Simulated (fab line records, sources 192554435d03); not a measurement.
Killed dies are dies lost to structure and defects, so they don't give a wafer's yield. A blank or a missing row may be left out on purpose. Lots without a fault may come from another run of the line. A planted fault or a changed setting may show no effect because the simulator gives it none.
One fault seen from 3 desks | flow n5_finfet | each desk has only its own numbers; what lay behind them comes last

THE TOOL OWNER'S DESK: cmp-03
The tool's own readings at N5_PMOS_HMC_CHANNEL_EPI_CMP_21 (polishes SiGe30, target thk 54 nm): means of the sampled wafers that have a number, for each lot that ran on this tool. A lot is out of limits, marked OUT, if its mean lies more than 4 standard deviations from the usual mean; the brackets give that distance.
Columns: A = edge_zone_pressure_frac at N5_PMOS_HMC_CHANNEL_EPI_CMP_21, usual 0.999; B = motor_current_A at N5_PMOS_HMC_CHANNEL_EPI_CMP_21, usual 12.4 A; C = slurry_filter_dp_kPa at N5_PMOS_HMC_CHANNEL_EPI_CMP_21, usual 13.48 kPa
lot  | first seen here | A     | B    | C
L987 | day 2 02:30     | 0.998 | 12.0 | 13.60
L992 | day 3 08:16     | 0.998 | 11.2 | 13.51
L998 | day 4 20:10     | 0.995 | 12.1 | 13.51
L100 | day 5 08:06     | 0.995 | 11.5 | 13.54
This desk's finding: nothing out of limits on any of the 4 lots.

THE DEFECT DESK
What the inspections along the route counted, lot by lot: means of the sampled wafers that have a number. A lot is out of limits, marked OUT, if its mean lies more than 4 standard deviations from the usual mean; the brackets give that distance.
Columns: A = raw_defect_count at N5_PMOS_HMC_CHANNEL_EPI_INSPECT_30, usual 19; B = raw_defect_count at N5_FIN_SAQP_INSPECT_18, usual 431; C = raw_defect_count at N5_FIN_SAQP_INSPECT_40, usual 235
lot  | first seen here | A                      | B               | C
L987 | day 2 03:20     | 21                     | 495             | 286
L989 | day 2 14:52     | 25                     | 366             | 246
L990 | day 2 20:37     | 19                     | 344             | 166
L992 | day 3 09:02     | 22                     | 339             | 264
L998 | day 4 20:57     | 1011 (+99 or more) OUT | 1330 (+7.5) OUT | 1212 (+16) OUT
L100 | day 5 08:52     | 1012 (+99 or more) OUT | 1628 (+10) OUT  | 1197 (+16) OUT
L105 | day 6 16:46     | 29                     | 556             | 200
L107 | day 7 02:44     | 17                     | 279             | 178
L109 | day 7 14:55     | 21                     | 431             | 248
This desk's finding: out of limits on L100, L998; first on L998, day 4 20:57 (raw_defect_count at N5_PMOS_HMC_CHANNEL_EPI_INSPECT_30). In limits: L987, L989, L990, L992, L105, L107, L109.

THE METROLOGY DESK
What the gauges read, lot by lot, whatever tool the lot ran on: means of the sampled wafers that have a number. A lot is out of limits, marked OUT, if its mean lies more than 4 standard deviations from the usual mean; the brackets give that distance. Of its 12 readings 7 are shown: those that lie furthest out on some lot.
Columns: A = DIBL_N at N5_BEOL_M4_RC_MEAS_101, usual 37.1 mV/V; B = DIBL_P at N5_BEOL_M4_RC_MEAS_101, usual 37 mV/V; C = IOFF_N at N5_BEOL_M4_RC_MEAS_101, usual 0.18 nA/um; D = IOFF_P at N5_BEOL_M4_RC_MEAS_101, usual 0.21 nA/um; E = ION_N at N5_BEOL_M4_RC_MEAS_101, usual 674 uA/um; F = SS_N at N5_BEOL_M4_RC_MEAS_101, usual 72.1 mV/dec; G = SS_P at N5_BEOL_M4_RC_MEAS_101, usual 73.4 mV/dec
lot  | first seen here | A    | B  | C    | D    | E   | F    | G
L987 | day 2 00:23     | 36.9 | 37 | 0.16 | 0.23 | 668 | 72.1 | 73.1
L989 | day 2 12:01     | 37.4 | 38 | 0.20 | 0.24 | 678 | 72.2 | 73.4
L990 | day 2 17:20     | 35.0 | 34 | 0.13 | 0.16 | 660 | 71.3 | 72.7
L992 | day 3 05:34     | 36.2 | 37 | 0.16 | 0.19 | 669 | 72.0 | 73.5
L998 | day 4 17:11     | 36.9 | 38 | 0.19 | 0.21 | 679 | 72.2 | 73.3
L100 | day 5 06:02     | 38.0 | 39 | 0.19 | 0.24 | 695 | 71.8 | 73.6
L105 | day 6 11:07     | 42.8 | 45 | 0.30 | 0.32 | 696 | 73.6 | 75.2
L107 | day 6 23:22     | 35.3 | 36 | 0.17 | 0.18 | 684 | 71.8 | 73.2
L109 | day 7 11:05     | 36.8 | 37 | 0.16 | 0.19 | 668 | 71.5 | 73.4
This desk's finding: nothing out of limits on any of the 9 lots.

PUT TOGETHER
The defect desk could have raised an alarm at day 4 20:57, on L100, L998.
The tool owner's desk saw nothing out of limits.
The metrology desk saw nothing out of limits.
The tool owner's desk has L100, L998 on record, within its limits.
The metrology desk has L100, L998 on record, within its limits.
Of the lots named, all ran N5_PMOS_HMC_CHANNEL_EPI_CMP_21 on cmp-03.

WHAT THE SIMULATOR HAD PUT IN
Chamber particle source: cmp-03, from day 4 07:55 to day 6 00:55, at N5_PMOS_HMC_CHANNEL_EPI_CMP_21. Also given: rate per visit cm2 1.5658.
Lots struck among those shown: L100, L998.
Hours from the fault's start to each desk's first reading out of limits: the defect desk, 13.
